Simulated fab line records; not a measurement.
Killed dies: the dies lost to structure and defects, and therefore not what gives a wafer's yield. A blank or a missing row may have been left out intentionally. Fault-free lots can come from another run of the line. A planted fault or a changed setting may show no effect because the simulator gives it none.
fab line records	flow nand_harc	part 1 of 2: steps 1 to 24 of 34
[record] lots = 5	wafers = 15	last_day = 21
route steps=1159 shown A_BONDPAD@1066 HYBRID_BOND@1094 THIN_TSV@1101
lots with no fault: from the same line, run without faults
start_h: the number of hours between the record's first day and the start of the first shown wafer of the lot	wait_h: hours elapsed since this lot's preceding step	" identical to the entry in the row above	L1.1+2: a single row standing in for several wafers	- value missing, or start not given	* or withheld: withheld	< > ~ a bound
route shown NAME@n: names a module that has steps shown in the file, with the first one's number in the route	usual: the fault-free wafers' mean and standard deviation	same: alike in all rows	chamber/n: place in a boat	sites: each site's reading	_std_site: standard deviation across them	_edge_site: outer sites' mean less inner sites'	radius_mm: for every site, how far away it sits from the centre of the wafer	mask NAME#n: copy n	behind: the most recent tool/chamber to have shaped the wafer	hold: the reason the lot was held/the length of the hold in hours/how it ended	device: the n, p or np transistor that did not switch	end of line: the tests these same wafers got at the end of their route	step lacking rows: just its recipe	killed: dies lost to structure and defects at the first sort, not the wafer's yield	map: a wafer's dies, x killed, . not, _ none there
set.NAME: the setting the step ran with; set.NAME@STEP: the setting that earlier step ran with	model.NAME: the simulator's own value behind a step, which no gauge read
lots at selected steps of the route; one table per step, one row per wafer
services: from which hour (start_h, from the record's first day; less than 0 if before it) a tool's chamber was out of use, for how many hours, and why
[[steps]]
[step NHARC_A_BONDPAD_COAT_03]
[recipe] spin_rpm = 2000	resist_thk_nm = 600
lot.wafer	tool	chamber	start_h	wait_h
L079.1+2+6	litho_track-05	0	-	-
L076.2+3+5	litho_track-05	0	-	-
L078.1+3+5	litho_track-05	0	-	-
L081.2+3+6	litho_track-05	0	-	-
L087.1+3+4	litho_track-07	0	-	-
[step NHARC_A_BONDPAD_SOFTBAKE_04]
[recipe] temp_c = 125	time_s = 70
lot.wafer	tool	chamber	start_h	wait_h
L079.1+2+6	litho_track-05	0	-	-
L076.2+3+5	litho_track-05	0	-	-
L078.1+3+5	litho_track-05	0	-	-
L081.2+3+6	litho_track-05	0	-	-
L087.1+3+4	litho_track-07	0	-	-
[step NHARC_A_BONDPAD_EBR_05]
lot.wafer	tool	chamber	start_h	wait_h
L079.1+2+6	litho_track-05	0	-	-
L076.2+3+5	litho_track-05	0	-	-
L078.1+3+5	litho_track-05	0	-	-
L081.2+3+6	litho_track-05	0	-	-
L087.1+3+4	litho_track-07	0	-	-
[step NHARC_A_BONDPAD_EXPOSE_06]
[recipe] na = 0.55	dose_mj = 36.99	mask_id = A_BPAD
lot.wafer	tool	chamber	start_h	wait_h	mask
L079.1+2+6	krf_scanner-04	0	421.49	-	A_BPAD#0
L076.2+3+5	krf_scanner-04	0	423.24	-	A_BPAD#0
L078.1+3+5	krf_scanner-04	0	423.70	-	A_BPAD#0
L081.2+3+6	krf_scanner-04	0	445.30	-	A_BPAD#0
L087.1+3+4	krf_scanner-04	0	473.14	-	A_BPAD#0
[step NHARC_A_BONDPAD_PEB_07]
[recipe] peb_temp_c = 128	peb_time_s = 80
lot.wafer	tool	chamber	start_h	wait_h
L079.1+2+6	litho_track-05	0	421.56	0.1
L076.2+3+5	litho_track-05	0	423.31	0.1
L078.1+3+5	litho_track-05	0	423.77	0.1
L081.2+3+6	litho_track-03	0	445.37	0.1
L087.1+3+4	litho_track-05	0	473.20	0.1
[step NHARC_A_BONDPAD_DEVELOP_08]
[recipe] time_s = 50	dev_temp_c = 22
lot.wafer	tool	chamber	start_h	wait_h
L079.1+2+6	litho_track-05	0	-	-
L076.2+3+5	litho_track-05	0	-	-
L078.1+3+5	litho_track-05	0	-	-
L081.2+3+6	litho_track-03	0	-	-
L087.1+3+4	litho_track-05	0	-	-
[step NHARC_A_BONDPAD_CD_MEAS_09]
[recipe] target_cd_nm = 500	landing_energy_ev = 500
[usual] cd_nm = 501.2/2
[same] landing_energy_ev = 500
lot.wafer	tool	chamber	start_h	wait_h	cd_nm
L079.1	cd_sem-02	0	421.64	-	502.0
L079.2	"	0	"	"	501.0
L079.6	"	0	"	"	501.6
L076.2	cd_sem-01	0	423.39	-	502.2
L076.3	"	0	"	"	502.5
L076.5	"	0	"	"	502.5
L078.1	cd_sem-03	0	423.86	-	500.6
L078.3	"	0	"	"	500.0
L078.5	"	0	"	"	500.1
L081.2	cd_sem-03	0	445.45	-	499.5
L081.3	"	0	"	"	497.8
L081.6	"	0	"	"	502.9
L087.1	cd_sem-03	0	473.29	-	500.8
L087.3	"	0	"	"	501.1
L087.4	"	0	"	"	498.5
[step NHARC_A_BONDPAD_OVL_MEAS_35]
[usual] overlay_x_nm = 2/5.9	overlay_y_nm = 0/6
lot.wafer	tool	chamber	start_h	wait_h	overlay_x_nm	overlay_y_nm
L079.1	overlay-02	-	421.73	-	1	0
L079.2	"	-	"	"	1	0
L079.6	"	-	"	"	1	0
L076.2	overlay-02	-	423.48	-	9	11
L076.3	"	-	"	"	9	11
L076.5	"	-	"	"	9	10
L078.1	overlay-01	-	423.94	-	1	-2
L078.3	"	-	"	"	0	-2
L078.5	"	-	"	"	0	-1
L081.2	overlay-02	-	445.54	-	-1	7
L081.3	"	-	"	"	-1	7
L081.6	"	-	"	"	-1	7
L087.1	overlay-01	-	473.38	-	10	0
L087.3	"	-	"	"	10	0
L087.4	"	-	"	"	10	0
[step NHARC_A_BONDPAD_HARDBAKE_10]
[recipe] temp_c = 118	time_s = 65
lot.wafer	tool	chamber	start_h	wait_h
L079.1+2+6	litho_track-07	0	421.78	0.0
L076.2+3+5	litho_track-03	0	423.53	0.0
L078.1+3+5	litho_track-03	0	423.99	0.0
L081.2+3+6	litho_track-03	0	445.59	0.0
L087.1+3+4	litho_track-05	0	473.42	0.0
[step NHARC_A_BONDPAD_DESCUM_11]
[recipe] time_s = 3	o2_flow_sccm = 200	ar_flow_sccm = 0	bias_power_w = 0	chemistry = O2
[usual] drypump_motor_current_A = 5.8/0.33	o2_flow_sccm = 200.0/0.62	oes_product_au = 1.003/0.0089	rf_vpp_V = 57.6/0.75	showerhead_plenum_p_Torr = 1.85/0.051	throttle_valve_pct = 11.310/0.0085
lot.wafer	tool	chamber	start_h	wait_h	drypump_motor_current_A	o2_flow_sccm	oes_product_au	rf_hours_counter_h	rf_vpp_V	showerhead_plenum_p_Torr	throttle_valve_pct
L079.1	rie_diel-04	3	421.87	-	5.9	199.9	1.001	5	57.9	1.86	11.311
L079.2	"	1	"	"	5.5	198.9	0.998	5	58.0	1.90	11.305
L079.6	"	2	"	"	5.5	199.2	0.999	-	57.3	1.78	11.332
L076.3	rie_diel-04	2	423.61	-	5.4	200.6	1.013	5	56.5	1.78	11.306
L076.2	"	0	"	"	6.3	200.9	1.011	5	56.7	1.83	11.315
L076.5	"	2	"	"	5.5	200.0	1.010	-	57.1	1.78	11.300
L078.1	rie_diel-04	3	424.10	-	6.0	199.2	1.006	5	57.6	1.86	11.297
L078.3	"	1	"	"	5.6	201.2	0.984	5	58.0	1.90	11.314
L078.5	"	3	"	"	6.0	199.8	1.004	-	57.5	1.86	11.311
L081.3	rie_diel-04	2	445.66	-	5.4	200.2	1.006	6	56.7	1.78	11.318
L081.2	"	1	"	"	5.6	199.4	1.008	6	57.0	1.90	11.315
L081.6	"	2	"	"	5.5	200.0	1.007	-	56.6	1.78	11.307
L087.3	rie_diel-06	1	473.50	-	6.1	199.9	0.987	23	57.3	1.83	11.298
L087.4	"	3	"	"	6.1	200.8	1.007	20	56.7	1.92	11.325
L087.1	"	0	"	"	5.6	200.1	0.994	21	58.7	2.07	11.312
[step NHARC_A_BONDPAD_ETCH_34]
[recipe] target_depth_a = 600	overetch_a = 180	time_s = 65.91	ion_energy_ev = 200	n2_flow_sccm = 150	h2_flow_sccm = 150	ar_flow_sccm = 0	rf_w = 400	bias_w = 150	chemistry = N2/H2
[usual] drypump_motor_current_A = 5.8/0.32	oes_product_au = 1.001/0.0094	rf_vpp_V = 428.8/1.8	showerhead_plenum_p_Torr = 1.98/0.062	throttle_valve_pct = 14.171/0.0092
lot.wafer	tool	chamber	start_h	wait_h	drypump_motor_current_A	oes_product_au	rf_hours_counter_h	rf_vpp_V	showerhead_plenum_p_Torr	throttle_valve_pct
L079.1	rie_diel-04	2	422.04	0.2	5.5	1.010	5	426.2	1.89	14.170
L079.2	"	3	"	"	6.0	1.003	5	428.2	1.98	14.153
L079.6	"	1	"	"	5.6	0.987	-	430.1	2.02	14.163
L076.3	rie_diel-04	1	423.69	0.1	5.6	1.001	5	429.7	2.02	14.187
L076.2	"	0	"	"	6.3	1.002	5	427.4	1.95	14.162
L076.5	"	1	"	"	5.6	0.999	-	431.0	2.02	14.158
L078.3	rie_diel-04	0	424.19	0.1	6.3	0.997	5	427.8	1.95	14.196
L078.1	"	1	"	"	5.6	0.993	5	429.9	2.02	14.171
L078.5	"	3	"	"	6.0	0.994	-	429.0	1.98	14.177
L081.3	rie_diel-04	1	445.76	0.1	5.6	0.988	6	430.6	2.02	14.168
L081.2	"	2	"	"	5.5	1.009	6	427.5	1.89	14.175
L081.6	"	3	"	"	6.0	1.008	-	428.6	1.98	14.171
L087.3	rie_diel-06	3	473.67	0.2	6.1	1.002	20	431.7	2.04	14.176
L087.1	"	1	"	"	6.0	0.980	23	427.0	1.95	14.177
L087.4	"	2	"	"	5.0	1.006	22	431.5	2.06	14.166
[step NHARC_A_BONDPAD_ETCH_12]
[recipe] target_depth_a = 2200	time_s = 110	chf3_flow_sccm = 50	o2_flow_sccm = 10	ar_flow_sccm = 200	rf_w = 500	bias_w = 200	chemistry = CHF3/O2
[usual] drypump_motor_current_A = 5.8/0.32	o2_flow_sccm = 9.994/0.027	oes_product_au = 0.948/0.022	rf_vpp_V = 369.2/1.8	showerhead_plenum_p_Torr = 2.33/0.067	throttle_valve_pct = 20.571/0.0081
lot.wafer	tool	chamber	start_h	wait_h	drypump_motor_current_A	o2_flow_sccm	oes_product_au	rf_hours_counter_h	rf_vpp_V	showerhead_plenum_p_Torr	throttle_valve_pct
L079.2	rie_diel-04	0	-	-	6.3	9.997	0.945	5	369.4	2.30	20.572
L079.1	"	1	"	"	5.6	9.986	0.946	5	370.3	2.39	20.567
L079.6	"	0	"	"	6.3	9.992	0.965	-	368.9	2.30	20.581
L076.3	rie_diel-04	0	-	-	6.3	9.966	0.915	5	368.8	2.30	20.575
L076.2	"	2	"	"	5.5	10.012	0.927	5	367.8	2.24	20.578
L076.5	"	3	"	"	6.0	10.001	0.913	-	369.7	2.34	20.564
L078.1	rie_diel-04	0	-	-	6.3	9.967	0.959	5	369.7	2.30	20.580
L078.3	"	2	"	"	5.5	9.970	0.942	5	368.5	2.24	20.564
L078.5	"	0	"	"	6.3	9.949	0.962	-	368.2	2.30	20.577
L081.2	rie_diel-04	3	-	-	6.0	10.026	0.932	6	368.7	2.34	20.576
L081.3	"	0	"	"	6.3	9.996	0.922	6	368.1	2.30	20.562
L081.6	"	2	"	"	5.4	9.981	0.931	-	366.9	2.24	20.570
L087.1	rie_diel-06	0	-	-	5.6	9.988	0.923	21	375.8	2.59	20.587
L087.3	"	1	"	"	6.0	10.030	0.912	23	368.9	2.30	20.575
L087.4	"	2	"	"	5.0	9.971	0.933	22	370.6	2.43	20.561
[step NHARC_A_BONDPAD_CD_MEAS_13]
[usual] cd_nm = 501.0/2.2
lot.wafer	tool	chamber	start_h	wait_h	cd_nm
L079.1	cd_sem-01	-	422.27	-	501.9
L079.2	"	-	"	"	501.2
L079.6	"	-	"	"	502.5
L076.2	cd_sem-01	-	423.92	-	502.2
L076.3	"	-	"	"	503.0
L076.5	"	-	"	"	503.1
L078.1	cd_sem-02	-	424.42	-	501.9
L078.3	"	-	"	"	501.7
L078.5	"	-	"	"	500.7
L081.2	cd_sem-01	-	445.98	-	499.0
L081.3	"	-	"	"	497.6
L081.6	"	-	"	"	502.4
L087.1	cd_sem-02	-	473.90	-	499.1
L087.3	"	-	"	"	499.8
L087.4	"	-	"	"	497.9
[step NHARC_A_BONDPAD_STRIP_15]
[recipe] o2_flow_sccm = 500	ar_flow_sccm = 0	bias_w = 0	chemistry = O2
[usual] drypump_motor_current_A = 5.7/0.35	o2_flow_sccm = 499.8/1.5	oes_product_au = 1.003/0.0079	rf_vpp_V = 57.7/0.91	showerhead_plenum_p_Torr = 3.47/0.14	throttle_valve_pct = 17.036/0.0083
lot.wafer	tool	chamber	start_h	wait_h	drypump_motor_current_A	o2_flow_sccm	oes_product_au	rf_hours_counter_h	rf_vpp_V	showerhead_plenum_p_Torr	throttle_valve_pct
L079.2	rie_diel-04	3	422.34	0.1	6.0	503.1	1.000	5	55.9	3.44	17.037
L079.1	"	1	"	"	5.6	499.4	1.000	5	56.8	3.50	17.028
L079.6	"	3	"	"	6.0	501.3	0.999	-	57.8	3.44	17.031
L076.2	rie_diel-04	3	423.99	0.1	6.0	501.9	0.990	5	57.4	3.44	17.034
L076.3	"	0	"	"	6.3	499.6	0.999	5	57.0	3.38	17.040
L076.5	"	3	"	"	6.0	503.3	0.997	-	58.3	3.44	17.042
L078.3	rie_diel-04	3	424.49	0.1	6.0	499.1	1.013	6	55.3	3.44	17.032
L078.1	"	1	"	"	5.6	499.9	1.007	5	58.3	3.50	17.028
L078.5	"	0	"	"	6.3	501.4	1.004	-	59.2	3.38	17.040
L081.3	rie_diel-04	2	446.07	0.1	5.4	499.9	1.007	6	55.7	3.30	17.031
L081.2	"	3	"	"	5.9	503.1	1.020	6	55.9	3.44	17.034
L081.6	"	2	"	"	5.5	500.0	1.018	-	57.1	3.30	17.025
L087.4	rie_diel-06	3	474.04	0.1	6.1	499.9	1.007	20	58.3	3.53	17.037
L087.3	"	0	"	"	5.6	499.3	1.000	21	59.1	3.80	17.049
L087.1	"	1	"	"	6.0	498.8	0.986	23	57.5	3.38	17.040
[step NHARC_A_BONDPAD_ETCH_24]
[recipe] target_depth_a = 300	over_etch_frac = 0.3	time_s = 72.99	ion_energy_ev = 150	cf4_flow_sccm = 50	n2_flow_sccm = 100	ar_flow_sccm = 150	rf_w = 300	bias_w = 100	chemistry = CF4/N2
[usual] drypump_motor_current_A = 5.7/0.35	oes_product_au = 1.002/0.008	rf_vpp_V = 313.5/1.9	showerhead_plenum_p_Torr = 2.58/0.11	throttle_valve_pct = 19.794/0.0092
lot.wafer	tool	chamber	start_h	wait_h	drypump_motor_current_A	oes_product_au	rf_hours_counter_h	rf_vpp_V	showerhead_plenum_p_Torr	throttle_valve_pct
L079.2	rie_diel-04	0	-	-	6.3	0.989	5	311.7	2.52	19.787
L079.1	"	1	"	"	5.6	0.995	5	314.5	2.61	19.807
L079.6	"	3	"	"	6.0	0.997	-	313.5	2.56	19.803
L076.2	rie_diel-04	1	-	-	5.6	0.996	5	313.3	2.61	19.806
L076.3	"	2	"	"	5.5	1.013	5	311.1	2.45	19.809
L076.5	"	2	"	"	5.4	1.011	-	311.4	2.45	19.799
L078.3	rie_diel-04	1	-	-	5.6	0.996	5	314.6	2.61	19.784
L078.1	"	2	"	"	5.5	1.009	5	313.4	2.45	19.795
L078.5	"	3	"	"	6.0	1.009	-	314.1	2.56	19.803
L081.3	rie_diel-04	1	-	-	5.6	0.994	6	314.0	2.61	19.786
L081.2	"	0	"	"	6.3	0.996	6	311.6	2.52	19.799
L081.6	"	2	"	"	5.5	1.003	-	311.6	2.45	19.782
L087.1	rie_diel-06	0	-	-	5.6	0.985	21	316.5	2.83	19.782
L087.3	"	1	"	"	6.0	0.977	23	312.1	2.52	19.801
L087.4	"	2	"	"	5.0	0.998	22	314.1	2.65	19.808
[step NHARC_A_BONDPAD_STRIP_16]
[recipe] time_s = 600	temp_c = 30	chemistry = post_etch_residue_remover
lot.wafer	tool	chamber	start_h	wait_h
L079.2+6+1	wet_bench-08	2,4,6	422.63	-
L076.3+5+2	wet_bench-08	0,1,3	424.27	-
L078.3+1+5	wet_bench-08	0,1,3	424.78	-
L081.3+2+6	wet_bench-08	6,0,1	446.34	-
L087.1+4+3	wet_bench-08	7,2,4	474.30	-
[step NHARC_A_BONDPAD_DEGAS_25]
[recipe] temp_c = 300	time_s = 60
[usual] heater_power_w = 456/43	susceptor_temp_C = 300.05/0.21
lot.wafer	tool	chamber	start_h	wait_h	heater_power_w	susceptor_temp_C
L079.1	pvd_sputter-02	-	422.90	-	483	300.03
L079.2	"	-	"	"	515	300.34
L079.6	"	-	"	"	414	299.80
L076.2	pvd_sputter-03	-	424.55	-	449	300.25
L076.3	"	-	"	"	415	299.65
L076.5	"	-	"	"	461	299.93
L078.1	pvd_sputter-02	-	425.05	-	534	300.37
L078.3	"	-	"	"	413	300.48
L078.5	"	-	"	"	408	299.98
L081.2	pvd_sputter-01	-	446.61	-	502	300.03
L081.3	"	-	"	"	378	299.91
L081.6	"	-	"	"	467	299.82
L087.3	pvd_sputter-01	-	474.58	-	477	300.26
L087.1	"	-	"	"	507	299.79
L087.4	"	-	"	"	385	299.82
[step NHARC_A_BONDPAD_PRE_CLEAN_26]
[recipe] time_s = 30	temp_c = 280	gas = H2/He
[usual] heater_power_w = 400/39	susceptor_temp_C = 279.98/0.18
lot.wafer	tool	chamber	start_h	wait_h	heater_power_w	susceptor_temp_C
L079.1	pvd_sputter-02	-	-	-	464	279.92
L079.2	"	-	"	"	374	279.86
L079.6	"	-	"	"	418	279.69
L076.2	pvd_sputter-03	-	-	-	364	280.01
L076.3	"	-	"	"	397	279.83
L076.5	"	-	"	"	412	279.95
L078.3	pvd_sputter-02	-	-	-	456	280.06
L078.1	"	-	"	"	416	280.03
L078.5	"	-	"	"	345	280.02
L081.3	pvd_sputter-01	-	-	-	440	279.93
L081.2	"	-	"	"	408	279.91
L081.6	"	-	"	"	442	280.11
L087.4	pvd_sputter-01	-	-	-	422	280.16
L087.3	"	-	"	"	414	280.08
L087.1	"	-	"	"	449	279.92
[step NHARC_A_BONDPAD_PVD_17]
[recipe] target_thk_a = 50	bias_v = 168.6	power_w = 15000	chamber_pressure_pa = 0.12	time_s = 8.06	substrate_temp_c = 50	material = TaN
[usual] substrate_temp_c = 50.00/0.099	throttle_valve_pct = 30.0/1.5
lot.wafer	tool	chamber	start_h	wait_h	substrate_temp_c	throttle_valve_pct
L079.2	pvd_sputter-02	-	-	-	50.01	30.7
L079.1	"	-	"	"	49.75	30.3
L079.6	"	-	"	"	50.10	30.9
L076.2	pvd_sputter-03	-	-	-	50.00	30.7
L076.3	"	-	"	"	50.06	29.8
L076.5	"	-	"	"	50.00	34.4
L078.3	pvd_sputter-02	-	-	-	50.01	31.6
L078.1	"	-	"	"	49.91	30.5
L078.5	"	-	"	"	49.90	31.7
L081.3	pvd_sputter-01	-	-	-	49.91	31.2
L081.2	"	-	"	"	49.89	29.1
L081.6	"	-	"	"	50.03	27.7
L087.1	pvd_sputter-01	-	-	-	50.00	29.3
L087.4	"	-	"	"	50.02	27.7
L087.3	"	-	"	"	50.14	29.2
[step NHARC_A_BONDPAD_PVD_27]
[recipe] target_thk_a = 300	chamber_pressure_pa = 5	power_w = 5000	substrate_temp_c = 30	time_s = 20.49	material = Cu
[usual] substrate_temp_c = 30.02/0.11	throttle_valve_pct = 30.1/1.6
lot.wafer	tool	chamber	start_h	wait_h	substrate_temp_c	throttle_valve_pct
L079.1	pvd_sputter-02	-	-	-	29.90	30.8
L079.2	"	-	"	"	30.17	30.2
L079.6	"	-	"	"	29.91	30.8
L076.3	pvd_sputter-03	-	-	-	29.89	29.8
L076.2	"	-	"	"	30.10	34.4
L076.5	"	-	"	"	30.21	28.4
L078.1	pvd_sputter-02	-	-	-	30.07	31.9
L078.3	"	-	"	"	29.98	30.1
L078.5	"	-	"	"	29.95	30.8
L081.2	pvd_sputter-01	-	-	-	29.95	29.2
L081.3	"	-	"	"	30.00	29.5
L081.6	"	-	"	"	29.92	31.4
L087.3	pvd_sputter-01	-	-	-	30.11	27.8
L087.1	"	-	"	"	30.08	29.1
L087.4	"	-	"	"	29.94	29.3
[step NHARC_A_BONDPAD_ECD_18]
[recipe] target_thk_a = 4000	bath_temp_c = 25	material = Cu
lot.wafer	tool	chamber	start_h	wait_h
L079.1+2+6	ecd_cu-02	0,1,1	423.28	-
L076.2+3+5	ecd_cu-01	1,0,1	424.96	-
L078.1+3+5	ecd_cu-02	1,0,1	425.46	-
L081.2+3+6	ecd_cu-01	1	447.01	-
L087.1+4+3	ecd_cu-02	1,1,0	475.17	-
[step NHARC_A_BONDPAD_ANNEAL_28]
[recipe] temp_c = 225	time_s = 90
[usual] wafer_temp_C_max = 226.2/0.44
lot.wafer	tool	chamber	start_h	wait_h	wafer_temp_C_max
L079.1	rtp_anneal-02	0	423.69	0.4	226.2
L079.2	"	0	"	"	226.3
L079.6	"	0	"	"	226.5
L076.2	rtp_anneal-01	0	425.34	-	225.7
L076.3	"	0	"	"	225.9
L076.5	"	0	"	"	225.7
L078.1	rtp_anneal-02	0	425.80	0.3	226.3
L078.3	"	0	"	"	226.4
L078.5	"	0	"	"	226.0
L081.2	rtp_anneal-02	0	447.39	-	226.3
L081.3	"	0	"	"	226.4
L081.6	"	0	"	"	226.8
L087.1	rtp_anneal-02	0	475.70	0.5	226.6
L087.3	"	0	"	"	227.0
L087.4	"	0	"	"	226.4
[step NHARC_A_BONDPAD_CMP_19]
[recipe] t_overpolish_s = 30	cu_recess_touch_s = 16	target_thk_nm = 169.8
[usual] motor_current_A = 12.4/1	overpolish_run_s = 30.000/0.0088
lot.wafer	tool	chamber	start_h	wait_h	motor_current_A	overpolish_run_s
L079.1	cmp-03	2	424.06	-	12.5	30.022
L079.2	"	0	"	"	12.1	29.990
L079.6	"	1	"	"	12.4	30.001
L076.2	cmp-04	1	425.76	-	11.5	30.015
L076.3	"	2	"	"	15.0	30.003
L076.5	"	1	"	"	11.7	30.000
L078.1	cmp-04	0	426.14	-	12.3	30.001
L078.3	"	2	"	"	13.4	29.993
L078.5	"	1	"	"	10.7	29.992
L081.2	cmp-03	3	447.68	-	12.2	29.996
L081.3	"	0	"	"	11.6	29.989
L081.6	"	3	"	"	12.3	30.006
L087.1	cmp-04	0	476.04	-	11.8	29.998
L087.3	"	1	"	"	12.7	30.017
L087.4	"	3	"	"	13.4	30.007
[step NHARC_A_BONDPAD_THK_MEAS_20]
[recipe] thk_meas_gauge = xrf
[usual] thk_nm = 168.8/1.5
lot.wafer	tool	chamber	start_h	wait_h	thk_nm
L079.1	film_metro-02	-	424.36	-	169.3
L079.2	"	-	"	"	166.2
L079.6	"	-	"	"	169.7
L076.2	film_metro-02	-	426.05	-	169.7
L076.3	"	-	"	"	168.7
L076.5	"	-	"	"	171.2
L078.1	film_metro-02	-	426.47	-	171.1
L078.3	"	-	"	"	169.7
L078.5	"	-	"	"	169.4
L081.2	film_metro-01	-	448.00	-	170.1
L081.3	"	-	"	"	168.1
L081.6	"	-	"	"	166.4
L087.1	film_metro-02	-	476.37	-	169.2
L087.3	"	-	"	"	167.1
L087.4	"	-	"	"	171.3
